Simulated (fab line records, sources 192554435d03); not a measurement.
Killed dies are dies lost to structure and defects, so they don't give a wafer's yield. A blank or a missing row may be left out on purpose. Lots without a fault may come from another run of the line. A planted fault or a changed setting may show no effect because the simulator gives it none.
fab line records | flow n5_finfet
record lots=23 wafers=69 last_day=17
route steps=1938 shown START@1 ZERO_LAYER@4 FIN_SAQP@96
lots that met no fault: from a run of the same line without faults
start_h: hours from the record's first day to the start of the lot's first wafer shown | wait_h: hours since the lot's step before | " the same as in the row above | L1.1+2: a row that stands for several wafers | - no value, or no start given | * or withheld: withheld | < > ~ a bound
route shown NAME@n: a module of which the file shows steps, and the number in the route of the first | usual: mean/standard deviation of fault-free wafers | same: alike in all rows | chamber/n: place in a boat | sites: the reading at each site | _std_site: their standard deviation | _edge_site: outer sites' mean less inner sites' | radius_mm: how far each site lies from the wafer's centre | mask NAME#n: copy n | behind: the tool/chamber that last shaped the wafer | hold: why the lot was held/for how many hours/how that ended | device: the transistor (n, p or np) that didn't switch | end of line: the same wafers' tests at the end of the route | a step without rows: its recipe alone | killed: dies lost to structure and defects at the first sort, not the wafer's yield | map: a wafer's dies, x killed, . not, _ none there
set.NAME: the setting as run; set.NAME@STEP: as run at that earlier step | model.NAME: the simulator's own value behind a step, which no gauge read
steps of the route over a sample of lots; a table a step, a row a wafer
services: from which hour (start_h, from the record's first day; less than 0 if before it) a tool's chamber was out of use, for how many hours, and why
## steps
# step N5_START_INSPECT_01
# recipe inspect_instrument=unpatterned_scan mode=incoming
# usual raw_defect_count=6.0/2.4
# columns lot.wafer tool chamber start_h wait_h raw_defect_count
L074.3 defect_inspect-01 - 12.03 - 2
L074.4 " - " " 12
L074.5 " - " " 7
L075.1 defect_inspect-01 - 18.03 - 8
L075.2 " - " " 7
L075.3 " - " " 5
L076.2 defect_inspect-02 - 24.03 - 6
L076.3 " - " " 4
L076.6 " - " " 5
L077.1 defect_inspect-01 - 30.03 - 7
L077.3 " - " " 7
L077.6 " - " " 7
L079.3 defect_inspect-02 - 42.03 - 7
L079.4 " - " " 4
L079.5 " - " " 6
L080.2 defect_inspect-01 - 48.03 - 5
L080.4 " - " " 12
L080.6 " - " " 5
L081.2 defect_inspect-02 - 54.03 - 6
L081.3 " - " " 6
L081.4 " - " " 1
L082.2 defect_inspect-02 - 60.03 - 6
L082.3 " - " " 8
L082.6 " - " " 4
L083.1 defect_inspect-01 - 66.03 - 9
L083.4 " - " " 3
L083.5 " - " " 9
L084.1 defect_inspect-02 - 72.03 - 3
L084.3 " - " " 5
L084.6 " - " " 6
L085.2 defect_inspect-01 - 78.03 - 6
L085.3 " - " " 3
L085.6 " - " " 7
L086.1 defect_inspect-01 - 84.03 - 7
L086.3 " - " " 9
L086.4 " - " " 2
L087.1 defect_inspect-02 - 90.03 - 4
L087.2 " - " " 4
L087.3 " - " " 4
L088.1 defect_inspect-01 - 96.03 - 9
L088.4 " - " " 6
L088.5 " - " " 7
L089.2 defect_inspect-02 - 102.03 - 6
L089.5 " - " " 7
L089.6 " - " " 7
L090.2 defect_inspect-01 - 108.03 - 7
L090.3 " - " " 6
L090.5 " - " " 1
L091.1 defect_inspect-02 - 114.03 - 6
L091.3 " - " " 6
L091.5 " - " " 2
L092.2 defect_inspect-01 - 120.03 - 7
L092.4 " - " " 7
L092.5 " - " " 7
L093.3 defect_inspect-02 - 126.03 - 3
L093.5 " - " " 5
L093.6 " - " " 12
L094.2 defect_inspect-02 - 132.03 - 10
L094.4 " - " " 8
L094.6 " - " " 6
L095.1 defect_inspect-02 - 138.03 - 6
L095.2 " - " " 10
L095.4 " - " " 13
L096.1 defect_inspect-01 - 144.03 - 5
L096.5 " - " " 6
L096.6 " - " " 7
L097.2 defect_inspect-01 - 150.03 - 4
L097.5 " - " " 2
L097.6 " - " " 6
# step N5_ZERO_LAYER_PECVD_02
# recipe material=SiO2 target_thk_a=100 temp_c=400 precursor=SiH4/N2O pressure_torr=0.75 rf_w=275 time_s=6
# usual heater_power_w=766/95 rf_fwd_power_W=272.6/1.1 showerhead_plenum_p_Torr=8.17/0.1
# columns lot.wafer tool chamber start_h wait_h heater_power_w rf_fwd_power_W showerhead_plenum_p_Torr
L074.3 pecvd-03 2 12.28 0.0 726 272.3 8.12
L074.4 " 0 " " 892 271.9 8.12
L074.5 " 1 " " 732 271.2 8.27
L075.1 pecvd-04 2 18.29 0.0 735 272.5 8.25
L075.2 " 0 " " 832 273.0 8.23
L075.3 " 1 " " 701 272.4 8.28
L076.2 pecvd-04 1 24.28 0.0 615 269.8 8.27
L076.3 " 2 " " 777 273.2 8.28
L076.6 " 0 " " 922 273.0 8.24
L077.1 pecvd-04 2 30.28 0.0 853 273.4 8.27
L077.3 " 1 " " 739 272.2 8.26
L077.6 " 0 " " 885 273.6 8.25
L079.3 pecvd-03 2 42.29 0.0 725 272.2 8.13
L079.4 " 2 " " 756 272.1 8.12
L079.5 " 0 " " 868 272.4 8.12
L080.2 pecvd-03 2 48.28 0.0 635 271.6 8.13
L080.4 " 2 " " 653 272.1 8.11
L080.6 " 1 " " 700 273.5 8.27
L081.2 pecvd-02 2 54.28 0.0 653 272.0 7.91
L081.3 " 1 " " 935 273.0 8.04
L081.4 " 2 " " 651 273.7 7.93
L082.2 pecvd-04 0 60.28 0.0 895 274.0 8.22
L082.3 " 0 " " 893 273.2 8.23
L082.6 " 0 " " 896 273.6 8.23
L083.1 pecvd-02 1 66.47 0.0 862 270.3 8.04
L083.4 " 2 " " 659 273.5 7.92
L083.5 " 1 " " 847 270.5 8.07
L084.1 pecvd-03 0 72.28 0.0 823 272.3 8.13
L084.3 " 2 " " 693 273.5 8.13
L084.6 " 2 " " 694 273.9 8.13
L085.2 pecvd-03 2 78.28 0.0 699 272.8 8.10
L085.3 " 0 " " 891 272.9 8.14
L085.6 " 0 " " 882 272.2 8.11
L086.1 pecvd-04 2 84.29 0.0 864 273.2 8.25
L086.3 " 0 " " 830 274.1 8.23
L086.4 " 0 " " 838 274.0 8.25
L087.1 pecvd-03 0 90.30 0.0 769 272.0 8.13
L087.2 " 1 " " 619 271.4 8.26
L087.3 " 2 " " 715 271.7 8.15
L088.1 pecvd-04 2 96.29 0.0 820 272.3 8.25
L088.4 " 0 " " 779 274.2 8.25
L088.5 " 2 " " 808 272.8 8.24
L089.2 pecvd-03 0 102.30 0.0 827 272.1 8.14
L089.5 " 0 " " 856 272.4 8.13
L089.6 " 1 " " 719 273.7 8.26
L090.2 pecvd-03 0 108.28 0.0 813 273.0 8.13
L090.3 " 2 " " 689 271.5 8.11
L090.5 " 0 " " 790 271.6 8.13
L091.1 pecvd-02 1 114.34 0.0 863 272.9 8.05
L091.3 " 0 " " 779 271.9 8.08
L091.5 " 0 " " 782 273.2 8.06
L092.2 pecvd-04 0 120.29 0.0 939 272.9 8.25
L092.4 " 0 " " 952 271.5 8.25
L092.5 " 2 " " 760 273.7 8.26
L093.3 pecvd-03 2 126.28 0.0 634 273.2 8.14
L093.5 " 0 " " 776 270.9 8.14
L093.6 " 1 " " 737 273.1 8.24
L094.2 pecvd-02 1 132.29 0.0 869 270.1 8.05
L094.4 " 2 " " 687 273.6 7.92
L094.6 " 1 " " 856 270.9 8.04
L095.1 pecvd-03 2 138.28 0.0 696 272.0 8.14
L095.2 " 0 " " 904 271.1 8.13
L095.4 " 1 " " 665 273.3 8.29
L096.1 pecvd-03 1 144.30 0.0 667 273.5 8.28
L096.5 " 1 " " 650 274.1 8.25
L096.6 " 0 " " 909 273.8 8.15
L097.2 pecvd-02 1 150.28 0.0 874 272.9 8.04
L097.5 " 1 " " 925 272.2 8.06
L097.6 " 0 " " 739 273.1 8.05
# step N5_ZERO_LAYER_ETCH_17
# recipe chemistry=CF4 target=SiO2 target_depth_a=120 time_s=13.3 ion_energy_ev=350 pressure_mtorr=40 source_w=450 bias_w=215 Ar_flow_sccm=100 cf4_flow_sccm=100
# usual cf4_flow_sccm=100.0/0.32 chamber_pressure_mTorr=39.99/0.037 drypump_motor_current_A=5.7/0.32 oes_product_au=0.79/0.1 rf_fwd_power_W=445.4/1.7 rf_vpp_V=951/3.6 showerhead_plenum_p_Torr=2.19/0.055 throttle_valve_pct=15.63/0.18
# columns lot.wafer tool chamber start_h wait_h cf4_flow_sccm chamber_pressure_mTorr drypump_motor_current_A oes_product_au rf_fwd_power_W rf_hours_counter_h rf_vpp_V showerhead_plenum_p_Torr throttle_valve_pct
L074.3 rie_diel-05 0 12.87 0.0 100.3 39.99 5.0 0.77 445.3 163 953 2.23 15.48
L074.4 " 2 " " 100.3 40.04 5.7 0.67 446.3 225 953 2.19 15.74
L074.5 " 2 " " 100.1 39.98 5.7 0.68 447.2 - 952 2.19 15.75
L075.1 rie_diel-01 1 19.06 0.0 100.0 40.04 5.7 0.93 444.8 6 958 2.29 15.56
L075.2 " 0 " " 100.1 40.03 5.6 0.73 447.5 187 947 2.13 15.77
L075.3 " 2 " " 100.4 39.98 5.8 0.70 447.9 247 945 2.12 16.20
L076.2 rie_diel-01 2 24.84 0.0 100.4 40.04 5.8 0.70 445.7 248 947 2.12 16.20
L076.3 " 0 " " 100.0 39.94 5.6 0.72 443.8 188 948 2.13 15.78
L076.6 " 2 " " 100.0 39.99 5.8 0.70 448.9 - 947 2.12 16.19
L077.1 rie_diel-04 0 30.71 0.0 100.0 39.98 5.4 0.79 447.5 121 955 2.24 15.65
L077.3 " 3 " " 99.5 40.00 6.1 0.87 446.5 69 950 2.20 15.33
L077.6 " 3 " " 99.9 39.92 6.1 0.88 445.5 - 952 2.20 15.30
L079.3 rie_diel-01 1 42.90 0.0 99.3 40.02 5.7 0.90 445.8 15 958 2.28 15.56
L079.4 " 0 " " 100.3 39.98 5.7 0.72 446.1 - 949 2.13 15.79
L079.5 " 3 " " 100.1 39.96 6.2 0.70 443.4 - 946 2.12 15.58
L080.2 rie_diel-05 3 48.72 0.0 100.5 40.06 5.8 0.71 442.8 216 952 2.24 15.58
L080.4 " 2 " " 99.8 39.95 5.7 0.66 444.7 - 953 2.19 15.77
L080.6 " 1 " " 100.3 40.01 5.6 0.98 447.4 - 953 2.21 15.41
L081.2 rie_diel-05 2 54.71 0.0 100.3 39.99 5.6 0.66 446.4 239 951 2.19 15.78
L081.3 " 1 " " 100.1 40.03 5.6 0.95 446.0 3 952 2.20 15.43
L081.4 " 2 " " 100.1 39.99 5.7 0.67 446.0 - 952 2.19 15.77
L082.2 rie_diel-01 0 60.74 0.0 100.4 39.98 5.6 0.71 442.5 202 947 2.13 15.80
L082.3 " 1 " " 99.9 40.00 5.7 0.90 443.0 21 958 2.28 15.57
L082.6 " 2 " " 100.3 40.04 5.8 0.99 447.1 - 947 2.12 15.71
L083.1 rie_diel-05 1 67.03 0.0 99.8 40.05 5.6 0.94 445.6 6 951 2.20 15.44
L083.4 " 3 " " 100.1 39.98 5.7 0.71 444.2 222 953 2.23 15.59
L083.5 " 2 " " 100.4 39.96 5.7 0.66 443.3 - 951 2.19 15.77
L084.1 rie_diel-05 3 72.85 0.0 99.8 40.00 5.8 0.71 443.0 224 953 2.23 15.60
L084.3 " 2 " " 100.5 39.98 5.7 0.67 446.7 244 951 2.19 15.79
L084.6 " 0 " " 99.8 39.96 5.0 0.76 446.1 - 954 2.22 15.50
L085.2 rie_diel-01 0 78.71 0.0 99.6 39.98 5.6 0.70 445.2 207 947 2.13 15.82
L085.3 " 3 " " 100.4 39.90 6.2 0.69 447.2 231 945 2.12 15.61
L085.6 " 1 " " 99.5 39.98 5.7 0.88 443.5 - 956 2.28 15.59
L086.1 rie_diel-04 2 84.84 0.0 99.8 40.00 6.0 0.70 447.2 228 951 2.18 15.97
L086.3 " 1 " " 100.1 39.92 5.0 0.78 443.2 132 955 2.20 15.29
L086.4 " 3 " " 100.1 39.99 6.1 0.85 446.9 82 949 2.19 15.33
L087.1 rie_diel-04 3 90.97 0.0 99.9 39.94 6.1 0.85 443.4 85 949 2.19 15.35
L087.2 " 0 " " 100.5 39.97 5.4 0.76 446.9 141 955 2.23 15.69
L087.3 " 2 " " 99.6 40.00 6.0 0.69 445.1 230 951 2.18 15.97
L088.1 rie_diel-01 1 96.72 0.0 100.3 40.06 5.7 0.87 444.5 32 957 2.28 15.58
L088.4 " 3 " " 99.7 40.02 6.2 0.68 447.1 236 946 2.11 15.62
L088.5 " 1 " " 99.7 40.01 5.7 0.87 444.8 - 957 2.28 15.60
L089.2 rie_diel-01 3 102.86 0.0 99.9 39.96 6.2 0.68 446.7 238 948 2.11 15.64
L089.5 " 3 " " 99.6 40.02 6.1 0.68 445.0 - 946 2.11 15.61
L089.6 " 2 " " 99.9 39.94 5.8 0.93 446.1 - 947 2.12 15.72
L090.2 rie_diel-01 3 108.86 0.0 99.7 40.01 6.2 0.68 445.0 239 947 2.11 15.64
L090.3 " 0 " " 99.6 40.01 5.6 0.70 444.6 215 949 2.13 15.84
L090.5 " 1 " " 100.4 40.06 5.7 0.86 444.2 - 956 2.28 15.60
L091.1 rie_diel-01 2 114.90 0.0 100.0 40.00 5.8 0.94 447.0 18 944 2.12 15.73
L091.3 " 0 " " 100.0 40.02 5.6 0.69 444.8 218 947 2.12 15.85
L091.5 " 2 " " 100.3 40.05 5.8 0.93 447.3 - 947 2.12 15.73
L092.2 rie_diel-05 0 120.85 0.0 100.2 40.00 5.0 0.75 447.5 194 952 2.22 15.52
L092.4 " 1 " " 99.5 40.00 5.6 0.88 444.9 23 951 2.20 15.45
L092.5 " 3 " " 99.9 40.01 5.8 0.70 441.9 - 952 2.23 15.61
L093.3 rie_diel-01 0 126.84 0.0 100.2 39.99 5.6 0.69 447.3 222 949 2.12 15.85
L093.5 " 2 " " 99.7 39.99 5.8 0.91 443.6 - 947 2.11 15.74
L093.6 " 3 " " 100.3 39.99 6.2 0.68 448.2 - 947 2.11 15.64
L094.2 rie_diel-05 2 132.79 0.0 100.2 39.99 5.7 0.95 441.5 6 950 2.18 15.30
L094.4 " 1 " " 99.4 40.07 5.6 0.87 446.2 28 951 2.20 15.47
L094.6 " 3 " " 100.5 39.98 5.8 0.70 442.9 - 952 2.23 15.64
L095.1 rie_diel-05 3 138.84 0.0 100.0 39.96 5.8 0.70 444.2 246 952 2.22 15.63
L095.2 " 2 " " 100.3 40.00 5.7 0.94 446.0 9 952 2.18 15.30
L095.4 " 0 " " 100.3 39.97 5.0 0.74 445.2 200 954 2.21 15.57
L096.1 rie_diel-05 3 144.95 0.0 100.0 39.93 5.8 0.70 442.8 248 952 2.22 15.64
L096.5 " 2 " " 99.9 40.01 5.7 0.93 444.0 - 952 2.18 15.31
L096.6 " 3 " " 99.9 39.94 5.8 0.70 443.6 - 952 2.22 15.63
L097.2 rie_diel-01 1 150.82 0.0 100.5 39.93 5.7 0.84 442.7 50 957 2.27 15.63
L097.5 " 0 " " 100.2 39.98 5.6 0.69 445.3 - 945 2.12 15.87
L097.6 " 1 " " 100.6 40.08 5.7 0.84 444.1 - 957 2.27 15.63
# step N5_FIN_SAQP_HM_DEP_03
# recipe material=SiNx target_thk_a=380 temp_c=400 precursor=SiH4/NH3/N2 pressure_torr=1.5 rf_w=300 time_s=33.6
# usual heater_power_w=758/84 rf_fwd_power_W=297.5/1.2 showerhead_plenum_p_Torr=5.19/0.04 throttle_valve_pct=40.4/2
# columns lot.wafer tool chamber start_h wait_h heater_power_w rf_fwd_power_W showerhead_plenum_p_Torr throttle_valve_pct
L074.3 pecvd-01 2 21.47 0.1 629 296.1 5.22 41.3
L074.4 " 2 " " 621 296.9 5.21 41.3
L074.5 " 1 " " 753 296.9 5.21 40.0
L075.1 pecvd-03 0 27.83 0.2 876 294.8 5.12 38.7
L075.2 " 2 " " 731 297.4 5.14 40.8
L075.3 " 1 " " 690 297.9 5.20 43.6
L076.2 pecvd-01 1 33.93 0.2 782 297.0 5.21 39.8
L076.3 " 0 " " 853 296.8 5.30 43.5
L076.6 " 2 " " 664 296.3 5.20 41.4
L077.1 pecvd-04 2 39.69 0.2 753 297.6 5.21 36.9
L077.3 " 1 " " 657 297.8 5.19 41.8
L077.6 " 1 " " 648 297.4 5.22 41.6
L079.3 pecvd-03 1 52.22 0.1 674 298.5 5.20 43.4
L079.4 " 1 " " 665 298.7 5.20 43.2
L079.5 " 2 " " 613 297.5 5.12 40.6
L080.2 pecvd-03 0 57.69 0.2 795 298.7 5.12 38.9
L080.4 " 0 " " 798 296.7 5.13 38.7
L080.6 " 1 " " 613 297.2 5.20 43.6
L081.2 pecvd-04 2 63.50 0.2 811 298.2 5.19 36.9
L081.3 " 1 " " 712 297.6 5.20 41.9
L081.4 " 2 " " 817 298.9 5.20 36.8
L082.2 pecvd-01 0 70.06 0.2 791 297.7 5.29 43.8
L082.3 " 1 " " 741 298.1 5.22 39.8
L082.6 " 2 " " 714 296.1 5.21 41.4
L083.1 pecvd-04 0 74.81 0.2 799 298.9 5.17 39.5
L083.4 " 0 " " 809 299.9 5.20 39.4
L083.5 " 1 " " 646 297.0 5.20 41.6
L084.1 pecvd-03 1 82.98 0.2 708 297.5 5.21 43.4
L084.3 " 0 " " 799 299.3 5.13 39.0
L084.6 " 1 " " 704 297.0 5.20 43.3
L085.2 pecvd-04 1 87.57 0.2 723 296.7 5.21 41.8
L085.3 " 2 " " 820 296.8 5.22 37.1
L085.6 " 1 " " 720 297.3 5.20 41.5
L086.1 pecvd-04 0 93.37 0.2 837 298.4 5.18 39.6
L086.3 " 2 " " 773 298.3 5.20 36.9
L086.4 " 1 " " 725 296.0 5.22 41.7
L087.1 pecvd-04 1 102.45 0.2 680 295.9 5.21 42.0
L087.2 " 0 " " 865 297.6 5.18 39.6
L087.3 " 2 " " 717 296.8 5.19 36.9
L088.1 pecvd-04 0 106.35 0.2 877 299.2 5.18 39.6
L088.4 " 0 " " 860 297.6 5.19 39.7
L088.5 " 1 " " 678 295.5 5.21 41.8
L089.2 pecvd-04 1 111.41 0.2 674 294.8 5.21 41.9
L089.5 " 1 " " 692 295.6 5.20 41.7
L089.6 " 0 " " 834 296.9 5.19 40.1
L090.2 pecvd-04 1 118.06 0.2 669 295.1 5.20 41.9
L090.3 " 2 " " 727 298.5 5.20 37.1
L090.5 " 0 " " 856 299.0 5.19 39.5
L091.1 pecvd-03 0 123.61 0.2 837 298.5 5.13 39.2
L091.3 " 2 " " 740 297.2 5.14 40.7
L091.5 " 1 " " 667 298.0 5.19 43.5
L092.2 pecvd-04 2 128.75 0.2 767 299.0 5.20 37.2
L092.4 " 0 " " 912 299.0 5.18 39.7
L092.5 " 2 " " 798 298.2 5.20 37.1
L093.3 pecvd-04 0 135.02 0.1 801 299.3 5.18 39.5
L093.5 " 2 " " 751 297.2 5.21 37.5
L093.6 " 0 " " 823 298.6 5.19 39.7
L094.2 pecvd-04 2 140.92 0.2 756 297.2 5.19 37.5
L094.4 " 0 " " 931 297.9 5.20 39.8
L094.6 " 1 " " 706 295.6 5.20 41.9
L095.1 pecvd-01 2 147.99 0.2 676 295.6 5.20 41.8
L095.2 " 1 " " 737 296.5 5.21 40.1
L095.4 " 0 " " 925 297.7 5.30 43.7
L096.1 pecvd-04 1 152.93 0.2 616 296.2 5.20 41.8
L096.5 " 2 " " 818 298.9 5.19 37.5
L096.6 " 1 " " 634 295.6 5.20 41.7
L097.2 pecvd-03 2 159.17 0.2 707 297.2 5.12 40.5
L097.5 " 2 " " 698 296.4 5.14 40.2
L097.6 " 0 " " 837 298.1 5.12 39.6
# step N5_FIN_SAQP_THK_MEAS_05
# usual thk_nm=37.9/0.51
# columns lot.wafer tool chamber start_h wait_h thk_nm
L074.3 film_metro-01 - 21.56 0.1 37.3
L074.4 " - " " 38.0
L074.5 " - " " 38.3
L075.1 film_metro-01 - 27.91 0.1 37.4
L075.2 " - " " 37.0
L075.3 " - " " 37.4
L076.2 film_metro-02 - 34.02 0.1 37.7
L076.3 " - " " 38.3
L076.6 " - " " 38.0
L077.1 film_metro-01 - 39.78 0.1 37.8
L077.3 " - " " 37.9
L077.6 " - " " 38.4
L079.3 film_metro-01 - 52.31 0.1 38.1
L079.4 " - " " 38.6
L079.5 " - " " 37.3
L080.2 film_metro-01 - 57.78 0.1 38.1
L080.4 " - " " 38.1
L080.6 " - " " 38.7
L081.2 film_metro-02 - 63.59 0.1 37.6
L081.3 " - " " 37.7
L081.4 " - " " 38.2
L082.2 film_metro-01 - 70.15 0.1 39.0
L082.3 " - " " 38.5
L082.6 " - " " 38.6
L083.1 film_metro-02 - 74.90 0.1 37.2
L083.4 " - " " 38.0
L083.5 " - " " 38.7
L084.1 film_metro-02 - 83.07 0.1 37.7
L084.3 " - " " 37.3
L084.6 " - " " 38.3
L085.2 film_metro-02 - 87.66 0.1 38.0
L085.3 " - " " 37.6
L085.6 " - " " 38.2
L086.1 film_metro-01 - 93.45 0.1 37.5
L086.3 " - " " 37.1
L086.4 " - " " 38.3
L087.1 film_metro-01 - 102.53 0.1 37.9
L087.2 " - " " 37.9
L087.3 " - " " 37.6
L088.1 film_metro-01 - 106.46 0.1 37.7
L088.4 " - " " 37.9
L088.5 " - " " 38.2
L089.2 film_metro-01 - 111.50 0.1 37.9
L089.5 " - " " 38.4
L089.6 " - " " 38.2
L090.2 film_metro-02 - 118.15 0.1 37.2
L090.3 " - " " 37.7
L090.5 " - " " 37.6
L091.1 film_metro-01 - 123.69 0.1 37.5
L091.3 " - " " 37.2
L091.5 " - " " 39.1
L092.2 film_metro-01 - 128.84 0.1 37.9
L092.4 " - " " 38.7
L092.5 " - " " 38.0
L093.3 film_metro-02 - 135.11 0.1 37.8
L093.5 " - " " 38.6
L093.6 " - " " 38.6
L094.2 film_metro-01 - 141.00 0.1 37.7
L094.4 " - " " 37.8
L094.6 " - " " 38.3
L095.1 film_metro-01 - 148.07 0.1 37.3
L095.2 " - " " 38.5
L095.4 " - " " 38.8
L096.1 film_metro-02 - 153.02 0.1 37.4
L096.5 " - " " 38.2
L096.6 " - " " 37.9
L097.2 film_metro-02 - 159.26 0.1 37.2
L097.5 " - " " 37.6
L097.6 " - " " 37.9
# step N5_FIN_SAQP_ETCH_57
# recipe chemistry=CH3F/O2 target=SiNx mask_material=SiO2 target_depth_a=325 time_s=46.4 pressure_mtorr=30 source_w=395 bias_w=73 Ar_flow_sccm=150 CH3F_flow_sccm=30 O2_flow_sccm=20 ion_energy_ev=120 ends=cleared
# usual chamber_pressure_mTorr=29.999/0.027 drypump_motor_current_A=5.64/0.28 etch_rf_on_time_s=46.6/1.3 oes_product_au=0.68/0.081 rf_fwd_power_W=389.4/1.9 rf_vpp_V=295/8.4 showerhead_plenum_p_Torr=1.98/0.058 throttle_valve_pct=16.33/0.23
# columns lot.wafer tool chamber start_h wait_h chamber_pressure_mTorr drypump_motor_current_A etch_rf_on_time_s oes_product_au rf_fwd_power_W rf_hours_counter_h rf_vpp_V showerhead_plenum_p_Torr throttle_valve_pct
L074.3 rie_diel-06 1 24.41 0.0 30.035 5.42 46.9 0.59 386.0 235 297 2.06 16.61
L074.4 " 0 " " 29.992 6.07 47.0 0.59 390.0 243 297 1.95 16.36
L074.5 " 2 " " 30.039 5.55 46.1 0.81 392.1 - 291 2.05 16.14
L075.1 rie_diel-06 1 30.87 0.0 29.979 5.39 46.6 0.59 388.2 238 297 2.06 16.62
L075.2 " 2 " " 30.020 5.54 44.1 0.81 390.2 21 290 2.05 16.16
L075.3 " 0 " " 30.026 6.04 47.4 0.59 390.4 245 297 1.95 16.36
L076.2 rie_diel-02 3 36.91 0.0 30.011 5.73 46.2 0.60 390.1 220 303 1.98 16.56
L076.3 " 2 " " 30.002 5.70 44.8 0.64 389.3 159 291 1.97 16.36
L076.6 " 3 " " 29.994 5.74 45.9 0.61 390.5 - 304 1.98 16.55
L077.1 rie_diel-06 1 43.49 0.0 29.990 5.39 46.5 0.58 388.5 243 295 2.06 16.59
L077.3 " 2 " " 29.959 5.55 45.4 0.80 391.9 22 291 2.05 16.15
L077.6 " 0 " " 30.004 6.01 47.2 0.59 388.2 - 298 1.95 16.37
L079.3 rie_diel-03 0 55.39 0.0 29.995 5.07 44.9 0.62 390.1 195 302 2.07 16.23
L079.4 " 1 " " 30.006 5.23 48.1 0.72 388.9 71 305 1.93 16.09
L079.5 " 3 " " 29.956 5.87 47.3 0.65 390.7 - 291 1.99 16.15
L080.2 rie_diel-02 3 61.33 0.1 29.969 5.76 45.4 0.60 391.8 227 305 1.97 16.56
L080.4 " 0 " " 30.013 5.69 47.3 0.63 385.7 171 282 1.90 16.44
L080.6 " 2 " " 29.945 5.63 45.5 0.64 388.9 - 292 1.97 16.37
L081.2 rie_diel-06 2 66.44 0.1 29.988 5.54 44.6 0.79 388.6 33 289 2.04 16.16
L081.3 " 0 " " 30.005 6.07 49.9 0.81 391.6 1 298 1.95 15.94
L081.4 " 2 " " 30.024 5.52 45.9 0.78 389.8 - 291 2.04 16.16
L082.2 rie_diel-06 2 73.16 0.0 29.991 5.53 44.8 0.77 392.2 36 290 2.04 16.17
L082.3 " 0 " " 29.971 6.03 49.7 0.80 390.4 4 297 1.94 15.93
L082.6 " 0 " " 29.999 6.07 47.3 0.79 389.1 - 297 1.94 15.94
L083.1 rie_diel-06 0 77.94 0.0 30.008 6.01 47.8 0.80 390.3 6 298 1.94 15.95
L083.4 " 0 " " 29.987 6.01 48.4 0.80 388.7 - 297 1.94 15.95
L083.5 " 2 " " 29.976 5.54 46.7 0.78 390.7 - 290 2.04 16.18
L084.1 rie_diel-06 3 87.11 0.0 30.019 5.93 46.2 0.61 389.7 185 285 1.91 16.53
L084.3 " 1 " " 30.031 5.41 46.4 0.85 386.6 1 297 2.05 16.14
L084.6 " 1 " " 29.975 5.42 45.3 0.85 387.9 - 295 2.05 16.15
L085.2 rie_diel-06 3 90.79 0.0 29.974 5.94 47.5 0.61 390.4 187 286 1.90 16.55
L085.3 " 0 " " 30.021 6.06 48.1 0.79 387.7 11 297 1.94 15.96
L085.6 " 2 " " 29.938 5.55 45.5 0.77 389.6 - 290 2.04 16.19
L086.1 rie_diel-02 3 97.96 0.0 30.001 5.74 45.5 0.60 389.5 241 304 1.97 16.60
L086.3 " 1 " " 29.963 5.19 44.6 0.68 388.5 100 308 1.95 16.80
L086.4 " 0 " " 29.984 5.69 48.2 0.62 386.1 181 281 1.90 16.46
L087.1 rie_diel-03 1 107.34 0.0 29.995 5.24 46.3 0.70 391.1 88 305 1.93 16.10
L087.2 " 2 " " 29.990 5.71 46.3 0.80 390.4 20 309 2.05 16.08
L087.3 " 3 " " 30.005 5.91 45.8 0.65 391.9 139 290 1.99 16.17
L088.1 rie_diel-02 2 110.08 0.1 29.948 5.69 46.9 0.62 388.5 184 292 1.97 16.42
L088.4 " 1 " " 30.007 5.22 46.1 0.67 392.8 103 308 1.95 16.80
L088.5 " 1 " " 30.049 5.22 46.9 0.67 391.7 - 309 1.95 16.81
L089.2 rie_diel-02 3 114.60 0.1 30.004 5.78 46.5 0.59 392.2 249 303 1.97 16.62
L089.5 " 0 " " 29.984 5.68 47.7 0.63 387.1 - 279 1.89 16.46
L089.6 " 3 " " 29.996 5.77 47.1 0.59 393.0 - 304 1.97 16.62
L090.2 rie_diel-06 0 121.05 0.2 29.980 6.04 47.6 0.76 389.0 16 298 1.94 15.98
L090.3 " 3 " " 29.949 5.91 46.5 0.60 389.8 200 284 1.90 16.57
L090.5 " 3 " " 30.004 5.91 46.6 0.60 390.8 - 285 1.90 16.56
L091.1 rie_diel-03 1 126.50 0.0 29.976 5.22 47.5 0.69 390.3 95 304 1.92 16.14
L091.3 " 2 " " 29.992 5.73 47.2 0.78 388.9 27 309 2.04 16.12
L091.5 " 0 " " 30.003 5.09 47.6 0.60 389.8 - 301 2.07 16.29
L092.2 rie_diel-02 1 132.49 0.0 30.009 5.25 44.6 0.67 389.8 112 308 1.95 16.83
L092.4 " 0 " " 30.011 5.70 48.2 0.62 386.6 - 279 1.89 16.48
L092.5 " 1 " " 30.036 5.22 45.7 0.67 391.1 - 307 1.95 16.82
L093.3 rie_diel-06 1 138.21 0.0 30.038 5.41 44.5 0.80 385.4 21 296 2.04 16.18
L093.5 " 1 " " 30.041 5.43 45.5 0.79 383.8 - 297 2.04 16.19
L093.6 " 0 " " 30.024 6.01 50.1 0.76 389.7 - 297 1.94 15.97
L094.2 rie_diel-03 0 144.11 0.2 30.018 5.10 45.4 0.59 391.3 225 301 2.06 16.30
L094.4 " 1 " " 29.958 5.22 48.8 0.70 386.9 100 305 1.92 16.15
L094.6 " 1 " " 30.002 5.25 47.9 0.69 388.1 - 306 1.92 16.15
L095.1 rie_diel-03 2 151.41 0.0 29.960 5.70 45.7 0.78 389.3 35 309 2.04 16.12
L095.2 " 0 " " 30.032 5.08 44.6 0.59 388.9 227 303 2.06 16.32
L095.4 " 1 " " 29.993 5.23 46.1 0.70 389.5 102 304 1.92 16.14
L096.1 rie_diel-06 2 156.23 0.0 30.025 5.53 45.1 0.73 390.7 69 291 2.03 16.24
L096.5 " 2 " " 29.928 5.55 46.2 0.73 392.5 - 291 2.03 16.25
L096.6 " 3 " " 29.995 5.93 47.3 0.60 388.8 - 287 1.90 16.58
L097.2 rie_diel-06 3 162.22 0.0 29.988 5.94 44.7 0.60 388.0 213 287 1.90 16.58
L097.5 " 2 " " 29.979 5.54 44.5 0.73 390.5 - 290 2.03 16.23
L097.6 " 1 " " 30.026 5.42 44.7 0.78 388.3 - 296 2.04 16.21
## services
# columns tool chamber start_h hours kind
rie_diel-03 2 1.38 1.5 repair
rie_diel-02 - 13.59 0.5 repair
pecvd-02 - 18.08 1.0 repair
rie_diel-06 2 33.31 9.9 repair
rie_diel-05 - 42.56 2.8 pm
rie_diel-04 3 44.36 6.6 repair
rie_diel-05 0 48.06 8.5 repair
pecvd-01 2 49.70 14.9 repair
rie_diel-04 3 51.82 4.5 repair
pecvd-04 2 56.57 5.3 repair
pecvd-02 - 57.48 1.9 repair
rie_diel-03 - 61.54 5.7 repair
rie_diel-02 0 68.45 6.2 repair
rie_diel-01 2 78.79 3.0 repair
pecvd-04 - 85.71 0.6 repair
rie_diel-02 - 91.15 2.8 pm
rie_diel-06 0 91.22 16.7 repair
rie_diel-01 - 100.88 0.9 repair
rie_diel-02 1 112.26 2.7 repair
rie_diel-04 0 135.51 2.6 repair
rie_diel-06 3 143.16 8.3 repair
pecvd-02 - 144.46 0.7 repair
pecvd-04 - 148.13 1.1 repair
rie_diel-05 3 154.00 3.5 repair
## key
fault none
